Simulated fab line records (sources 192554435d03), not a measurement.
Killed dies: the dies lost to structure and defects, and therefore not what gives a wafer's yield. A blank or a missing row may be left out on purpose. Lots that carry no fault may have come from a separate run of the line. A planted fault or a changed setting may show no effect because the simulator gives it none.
A lot that was struck, set against a sound lot ; flow n5 finfet ; 14 out of 1938 route steps
Sound: these wafers, L791.1, L791.5, L791.6. Struck: wafer L802.4 (L802.1, L802.2, from the same lot, were not struck and are left out); the cause is given at the end.
Per side, at each step with rows, come the tool, then ch with its chambers, and then its first start. Under that, the readings that differ: sound wafers ; struck wafers ; difference of the means ; sigmas: that difference in standard deviations of wafers without a fault.
alike: a reading whose means differ by less than 2 such deviations, as well as words and numbers matching on both sides. not compared: withheld readings; readings where some wafer has no value; bounds like >300 that might hide an equal value; numbers whose values overlap and for which the record gives no deviation.
A row with sigmas, a row that says differs or no value, or rows on one side alone: a step with any of these is where the two part. Numbers that don't overlap but have no deviation are shown without sigmas and don't part them. Lack of a reading on every wafer of one side parts them only where that side has two or more wafers.

first, 3 steps without rows for these wafers: N5_PMOS_HMC_CHANNEL_EPI_EXPOSE_06 (exposes mask PMOS HMC BLK, target cd 240 nm); N5_PMOS_HMC_CHANNEL_EPI_PEB_07 (peb time 60 s); N5_PMOS_HMC_CHANNEL_EPI_DEVELOP_08 (develop time 30 s).
N5_PMOS_HMC_CHANNEL_EPI_CD_MEAS_09 targets a cd of 237.4 nm.
  sound on cd sem-03 ch 0, day 3 17:29; struck on cd sem-01 ch 0, day 6 11:32
  alike: cd nm
N5_PMOS_HMC_CHANNEL_EPI_OVL_MEAS_10:
  sound on overlay-02 ch 0, day 3 17:31; struck on overlay-01 ch 0, day 6 11:34
reading;sound;struck;difference;sigmas
PMOS_HMC_BLK_OVL (nm);-0.3 -0.2 0.3;-2.2;-2.1;-3
N5_PMOS_HMC_CHANNEL_EPI_INSPECT_11: inspects for defects (macro).
  sound on defect inspect-02, day 3 17:32; struck on defect inspect-01, day 6 11:35
  alike: raw defect count
N5_PMOS_HMC_CHANNEL_EPI_DESCUM_14: chemistry O2, time 7.9 s.
  sound on rie diel-01 ch 2,3, day 3 17:35; struck on rie diel-05 ch 0, day 6 11:37
  alike: drypump motor current A, oes product au, rf vpp V, showerhead plenum p Torr, throttle valve pct
  not compared: rf hours counter h
N5_PMOS_HMC_CHANNEL_EPI_ETCH_32: etches BARC in N2/H2, stops on SiO2, target depth 85.8 nm, time 50.3 s.
  sound on rie diel-01 ch 2,3, day 3 17:37; struck on rie diel-05 ch 0, day 6 11:39
  alike: drypump motor current A, oes product au, rf vpp V, showerhead plenum p Torr, throttle valve pct
  not compared: rf hours counter h
N5_PMOS_HMC_CHANNEL_EPI_HM_OPEN_15: chemistry CHF3/O2, target SiO2, target depth 40.6 nm, time 20.3 s.
  sound on rie diel-01 ch 2,3, day 3 17:39; struck on rie diel-05 ch 0, day 6 11:42
reading;sound;struck;difference;sigmas
showerhead plenum p Torr (Torr);2.49 2.49 2.37;2.30;-0.15;-2
  alike: CHF3_flow_sccm, drypump motor current A, oes_o_777_au, oes product au, rf vpp V, throttle valve pct
  not compared: rf hours counter h
N5_PMOS_HMC_CHANNEL_EPI_STRIP_33: strips in N2/H2.
  sound on rie diel-01 ch 2,3, day 3 17:43; struck on rie diel-05 ch 0, day 6 11:45
  alike: drypump motor current A, oes product au, rf vpp V, showerhead plenum p Torr, throttle valve pct
  not compared: rf hours counter h
then, 1 step without rows for these wafers: N5_PMOS_HMC_CHANNEL_EPI_STRIP_17 (strips in SPM, time 750 s).
N5_PMOS_HMC_CHANNEL_EPI_ETCH_38: etches SiO2 in CF4, target depth 1.5 nm.
  sound on rie si-04 ch 0,1,2, day 3 18:01; struck on rie si-05 ch 2, day 6 12:03
  alike: drypump motor current A, oes product au, throttle valve pct
  not compared: rf hours counter h
N5_PMOS_HMC_CHANNEL_EPI_FIN_RECESS_16: chemistry HBr/Cl2, target Si, target depth 54 nm, time 18 s.
  sound on rie si-04 ch 0,1,2, day 3 18:02; struck on rie si-05 ch 2, day 6 12:04
reading;sound;struck;difference;sigmas
model.etch.depth nm (nm);55 54.76 52.46;52.06;-2.01;
model.PMOS_HMC_CHANNEL_EPI.feature depth nm (nm);55 54.76 52.46;52.06;-2.01;
  alike: drypump motor current A, oes product au, throttle valve pct
  not compared: rf hours counter h
then, 1 step without rows for these wafers: N5_PMOS_HMC_CHANNEL_EPI_PRECLEAN_36 (cleans in O3/DIW, time 45 s).

== WHERE THEY PART ==
Earliest at N5_PMOS_HMC_CHANNEL_EPI_OVL_MEAS_10; latest, in this record, at N5_PMOS_HMC_CHANNEL_EPI_HM_OPEN_15. Later steps at which nothing parts them and some readings are alike: N5_PMOS_HMC_CHANNEL_EPI_STRIP_33, N5_PMOS_HMC_CHANNEL_EPI_ETCH_38, N5_PMOS_HMC_CHANNEL_EPI_FIN_RECESS_16.

WHY: what had been put in by the simulator
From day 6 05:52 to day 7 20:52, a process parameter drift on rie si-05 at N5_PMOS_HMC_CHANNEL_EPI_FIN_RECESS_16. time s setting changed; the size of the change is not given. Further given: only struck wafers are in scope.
